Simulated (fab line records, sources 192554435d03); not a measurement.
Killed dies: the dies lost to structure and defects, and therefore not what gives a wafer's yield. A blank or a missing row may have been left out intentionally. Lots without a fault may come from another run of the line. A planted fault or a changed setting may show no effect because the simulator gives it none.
The tool behind it: which one? ; flow n5 finfet ; Sampling: 9 lots, 27 wafers, 6 of 1938 route steps

WHAT EACH GAUGE READ, for each wafer
N5_BEOL_M4_RC_MEAS_101.
lot;measured;on;DIBL_N (mV/V);DIBL_P (mV/V);IOFF_N (nA/um);IOFF_P (nA/um);ION_N (uA/um);ION_P (uA/um);SS_N (mV/dec);SS_P (mV/dec);VT_N (mV);VT_P (mV)
L914;day 9 07:47;prober-02;35.1 32.9 33.3;35.5 32.3 33.4;0.141 0.109 0.113;0.200 0.162 0.169;668 660 665;464 461 465;71.0 70.1 71.1;73.1 71.7 72.5;250.5 255.8 254.9;-250.8 -251.4 -250.0
L913;day 9 08:05;prober-01;37.7 36.2 37.6;37.3 35.6 38.0;0.194 0.164 0.195;0.240 0.216 0.256;682 675 681;469 465 470;72.6 71.2 71.1;73.0 72.9 73.4;245.2 248.1 243.1;-246.3 -247.6 -247.4
L917;day 10 09:53;prober-01;35.3 35.4 35.5;34.7 34.5 34.6;0.144 0.139 0.142;0.198 0.194 0.196;676 667 668;461 460 455;70.3 70.1 71.1;72.7 73.5 73.1;252.4 251.9 251.9;-253.1 -251.6 -250.6
L919;day 10 13:40;prober-01;35.9 35.2 35.7;36.0 35.3 35.8;0.162 0.151 0.155;0.199 0.188 0.194;670 678 670;461 465 462;71.2 71.4 71.5;72.5 72.7 73.0;247.1 245.8 246.7;-250.7 -251.3 -252.4
L920;day 10 16:58;prober-02;36.5 33.9 35.3;36.7 34.2 34.9;0.175 0.130 0.142;0.234 0.192 0.204;696 676 682;470 469 468;71.0 71.2 71.3;74.0 73.2 73.2;247.7 251.0 249.8;-250.7 -249.3 -249.6
L921;day 10 19:54;prober-02;37.2 36.3 36.0;36.7 35.5 35.5;0.181 0.157 0.153;0.257 0.219 0.230;677 664 669;469 464 474;72.4 72.0 71.7;73.4 72.3 73.2;246.8 250.5 252.2;-245.6 -248.8 -247.1
L924;day 11 22:10;prober-01;35.8 36.7 33.9;35.4 36.7 33.8;0.154 0.179 0.128;0.198 0.222 0.175;684 679 664;464 465 457;71.5 71.5 71.3;72.8 73.8 72.9;249.4 247.4 250.7;-249.8 -249.7 -252.9
L927;day 13 05:36;prober-01;35.7 35.8 34.8;37.2 37.6 36.8;0.150 0.152 0.139;0.185 0.198 0.183;666 665 665;457 459 456;71.5 71.9 71.7;72.9 73.2 72.6;252.0 249.6 252.1;-253.1 -253.4 -254.4
L931;day 13 10:26;prober-02;38.9 38.1 37.4;38.9 36.9 36.3;0.200 0.182 0.172;0.240 0.209 0.203;683 680 680;463 460 462;71.4 71.7 71.7;74.7 73.5 73.1;246.9 248.8 250.2;-249.0 -250.7 -252.5

N5_BEOL_M7_INSPECT_58: inspects for defects (darkfield).
lot;measured;on;raw defect count
L914;day 10 12:14;defect inspect-02;82 71 80
L913;day 10 12:20;defect inspect-01;60 66 83
L917;day 11 14:29;defect inspect-02;172 65 98
L919;day 11 18:55;defect inspect-02;83 71 87
L920;day 11 23:13;defect inspect-02;169 57 104
L921;day 11 22:29;defect inspect-02;68 61 65
L924;day 13 06:04;defect inspect-02;112 80 92
L927;day 14 16:10;defect inspect-02;75 86 73
L931;day 14 16:50;defect inspect-02;147 78 140

N5_BEOL_M8_THK_MEAS_01.
lot;measured;on;M8_ILD_THK (nm)
L914;day 10 12:52;film metro-01;154.0 155.9 154.9
L913;day 10 12:57;film metro-02;153.5 156.3 154.8
L917;day 11 15:07;film metro-01;154.0 157.8 156.2
L919;day 11 19:32;film metro-01;101.7 155.9 100.0
L920;day 11 23:56;film metro-02;155.6 155.3 155.2
L921;day 11 23:20;film metro-01;152.7 97.8 98.4
L924;day 13 06:41;film metro-02;153.3 155.5 155.0
L927;day 14 16:47;film metro-02;153.9 155.4 155.3
L931;day 14 17:27;film metro-02;155.5 154.8 159.4

WHAT TOOL EACH LOT RAN ON (gives the tool, then ch and the chambers of the sampled wafers, and finally the start)
lot;N5_BEOL_M7_STRIP_80;N5_BEOL_M7_SPUTTER_48;N5_BEOL_M8_ILD_DEP_00
L914;rie diel-01 ch 0,1,2, day 10 11:06 or earlier;pvd sputter-02, day 10 11:06;pecvd-01 ch 0,1, day 10 12:17
L913;rie diel-01 ch 0,1,3, day 10 11:16 or earlier;pvd sputter-02, day 10 11:16;pecvd-04 ch 0,2, day 10 12:22
L917;rie diel-01 ch 0,1,3, day 11 13:25 or earlier;pvd sputter-02, day 11 13:25;pecvd-01 ch 0,2, day 11 14:32
L919;rie diel-02 ch 0,1,2, day 11 17:52 or earlier;pvd sputter-03, day 11 17:52;pecvd-01 ch 0,1,2, day 11 18:57
L920;rie diel-06 ch 2,3, day 11 22:10 or earlier;pvd sputter-03, day 11 22:10;pecvd-03 ch 0,1, day 11 23:16
L921;rie diel-01 ch 0,1,2, day 11 21:32 or earlier;pvd sputter-03, day 11 21:32;pecvd-01 ch 0,1,2, day 11 22:31
L924;rie diel-01 ch 0,1,2, day 13 05:07 or earlier;pvd sputter-02, day 13 05:07;pecvd-04 ch 0,2, day 13 06:07
L927;rie diel-06 ch 0,3, day 14 15:13 or earlier;pvd sputter-03, day 14 15:13;pecvd-04 ch 0,2, day 14 16:13
L931;rie diel-06 ch 1,3, day 14 15:52 or earlier;pvd sputter-02, day 14 15:52;pecvd-04 ch 0,1, day 14 16:52
- N5_BEOL_M7_STRIP_80: strips in N2/H2, time 10 s.
- N5_BEOL_M7_SPUTTER_48: material Cu, target thk 10 nm, time 1.667 s.
- N5_BEOL_M8_ILD_DEP_00: deposits SiCOH lowk from DEMS/porogen, target thk 179.75 nm, time 33.4 s.

WHAT THE TOOLS THEMSELVES READ (means of the sampled wafers that have a number; where no wafer has one, the mark that the record gives instead)
N5_BEOL_M7_STRIP_80.
lot;tool;drypump motor current A (A);oes product au (a.u.);rf vpp V (V);showerhead plenum p Torr (Torr);throttle valve pct (%)
L914;rie diel-01;5.5;0.76;58.4;2.51;23.66
L913;rie diel-01;5.4;0.76;59.5;2.51;23.62
L917;rie diel-01;5.4;0.76;59.6;2.51;23.62
L919;rie diel-02;6.0;0.84;59.1;2.49;23.51
L920;rie diel-06;5.8;0.72;58.4;2.49;23.46
L921;rie diel-01;5.5;0.75;59.6;2.51;23.67
L924;rie diel-01;5.5;0.73;59.1;2.50;23.68
L927;rie diel-06;5.9;0.82;59.0;2.46;23.38
L931;rie diel-06;6.1;0.81;59.5;2.52;23.57

N5_BEOL_M7_SPUTTER_48.
lot;tool;throttle valve pct (%)
L914;pvd sputter-02;29.4
L913;pvd sputter-02;29.4
L917;pvd sputter-02;29.3
L919;pvd sputter-03;30.4
L920;pvd sputter-03;30.1
L921;pvd sputter-03;30.1
L924;pvd sputter-02;29.4
L927;pvd sputter-03;31.1
L931;pvd sputter-02;29.7

N5_BEOL_M8_ILD_DEP_00.
lot;tool;heater power w (W);showerhead plenum p Torr (Torr);showerhead vpp V (V);throttle valve pct (%)
L914;pecvd-01;287;5.747;1329;14.8
L913;pecvd-04;263;5.745;1353;13.5
L917;pecvd-01;250;5.740;1385;14.1
L919;pecvd-01;287;5.742;1356;14.5
L920;pecvd-03;313;5.747;1376;13.5
L921;pecvd-01;281;5.747;1363;14.5
L924;pecvd-04;278;5.738;1347;13.6
L927;pecvd-04;262;5.739;1344;13.8
L931;pecvd-04;287;5.738;1388;14.8

THE ANSWER, worked out from the rows above alone
Rule: the usual values come from the lots themselves. The widest of any qualifying gaps counts: lots, ordered by their means at a reading, are off when they make up no more than a third of the lots, leave a main group of 4 or more, and stand apart from it by 3 or more times the standard deviation of that group's means. A main group whose means are all the same, to the digits that the tables above print for the reading, isn't used. A lot without any number at a reading at which 4 lots or more have one is off too. Where the step has rows for the other lots, those lots are counted as sound. The gauges are gone through in route order, then the tools' own readings, and for those a lot's mean is taken as printed above. The first step at which some lot is off is used, and at that step the reading that is off furthest; a lot without a number counts as furthest.
Off: L919, L921, seen at N5_BEOL_M8_THK_MEAS_01 (M8_ILD_THK). Main group: mean 155.3 nm, sd 0.67.
If a tool, at a process step before that reading, ran all the lots that are off and no sound lot after the first of them, it fits. Those tools and the gauges at N5_BEOL_M8_THK_MEAS_01 are tried in the same way. Because N5_BEOL_M7_STRIP_80 lacks a start for some lots, the hours and order of its lots are taken from N5_BEOL_M7_SPUTTER_48. 2 tools fit, pecvd-01 at N5_BEOL_M8_ILD_DEP_00 and film metro-01 at N5_BEOL_M8_THK_MEAS_01, so this cannot tell which one it is.

WHAT THE SIMULATOR HAD INSERTED
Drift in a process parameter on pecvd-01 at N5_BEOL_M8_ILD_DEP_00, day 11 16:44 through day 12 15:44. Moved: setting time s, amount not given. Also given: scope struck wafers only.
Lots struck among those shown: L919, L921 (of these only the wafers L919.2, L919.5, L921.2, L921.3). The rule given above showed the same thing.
